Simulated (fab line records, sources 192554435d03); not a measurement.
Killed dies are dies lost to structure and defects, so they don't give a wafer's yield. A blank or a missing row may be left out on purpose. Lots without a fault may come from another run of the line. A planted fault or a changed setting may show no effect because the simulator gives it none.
A struck lot beside a sound one | flow n5_finfet | 14 steps out of a route of 1938
Sound: wafers L409.1, L409.2, L409.3. Struck: wafers L404.3, L404.4, L404.5. The cause comes at the end.
At each step with rows: each side's tool, then ch and its chambers, then its first start. Under that, the readings that differ: sound wafers | struck wafers | difference of the means | sigmas: that difference in standard deviations of wafers without a fault.
alike: readings whose means differ by less than 2 such deviations, and words and numbers that are the same on both sides. not compared: withheld readings, readings that some wafer has no value for, bounds like >300 that may hide the same value, and numbers for which the record gives no deviation and whose values overlap.
The two part at a step that has a row with sigmas, a row that says differs or no value, or rows on one side only. Numbers that don't overlap but have no deviation are shown without sigmas and don't part them. A reading that every wafer of one side lacks parts them only if that side has two wafers or more.

N5_BEOL_M7_STRIP_67: strips in CF4.
  sound on rie_diel-02 ch 1,2,3, day 15 00:13; struck on rie_diel-02 ch 0,1,3, day 13 19:47
  alike: drypump_motor_current_A, oes_product_au, rf_vpp_V, showerhead_plenum_p_Torr, throttle_valve_pct
  not compared: rf_hours_counter_h
N5_BEOL_M7_HM_OPEN_17: chemistry Cl2/BCl3, target TiN, target depth 20 nm, overetch 6 nm.
  sound on rie_metal-02 ch 1, day 15 00:15; struck on rie_metal-02 ch 0,1, day 13 19:52
  alike: bcl3_flow_sccm, drypump_motor_current_A, mfc_ar_sccm, oes_product_au, throttle_valve_pct
  not compared: rf_hours_counter_h
N5_BEOL_M7_STRIP_19: strips in O2.
  sound on rie_diel-02 ch 0,1,3, day 15 00:33; struck on rie_diel-02 ch 0,1, day 13 19:56
  alike: drypump_motor_current_A, oes_product_au, rf_vpp_V, showerhead_plenum_p_Torr, throttle_valve_pct
  not compared: rf_hours_counter_h
N5_BEOL_M7_CD_MEAS_18: pitch 80 nm, target cd 40 nm.
  sound on cd_sem-03, day 15 00:37; struck on cd_sem-03, day 13 20:01
  alike: cd_nm
then, 8 steps without rows for these wafers: N5_BEOL_M7_COAT_63 (time 60 s, resist thk 60 nm); N5_BEOL_M7_COAT_64 (time 60 s, resist thk 12 nm); N5_BEOL_M7_COAT_71 (time 60 s, resist thk 5 nm); N5_BEOL_M7_COAT_22 (resist thk 30 nm); N5_BEOL_M7_EBR_24; N5_BEOL_M7_SOFTBAKE_23 (time 60 s); N5_BEOL_M7_EXPOSE_25 (exposes mask V6, target cd 40 nm); N5_BEOL_M7_PEB_26 (peb time 60 s).
N5_BEOL_M7_DEVELOP_27: develop time 30 s.
  sound on litho_track-03 ch 0, day 15 01:05; struck on litho_track-04, day 13 21:22
  no value came back on the struck wafers for chill_plate_temp_C (C), develop_time_s (s); on the sound wafers chill_plate_temp_C (C) reads 22.97 23.02 22.94
  reading                                      | sound          | struck       | difference | sigmas
  model.CAR-EUV_of_BEOL_M7_COAT_22.thk_nm (nm) | 29.6 29.8 29.6 | 30 30.2 30.2 | +0         |
N5_BEOL_M7_CD_MEAS_28: target cd 40 nm.
  sound on cd_sem-01 ch 0, day 15 01:08; struck on cd_sem-02 ch 0, day 13 21:26
  reading    | sound             | struck | difference                    | sigmas
  cd_nm (nm) | 39.74 39.97 39.95 | - - -  | no value on the struck wafers |

WHERE THEY PART
First at N5_BEOL_M7_DEVELOP_27; last, within this record, at N5_BEOL_M7_CD_MEAS_28.

WHY: what the simulator had put in
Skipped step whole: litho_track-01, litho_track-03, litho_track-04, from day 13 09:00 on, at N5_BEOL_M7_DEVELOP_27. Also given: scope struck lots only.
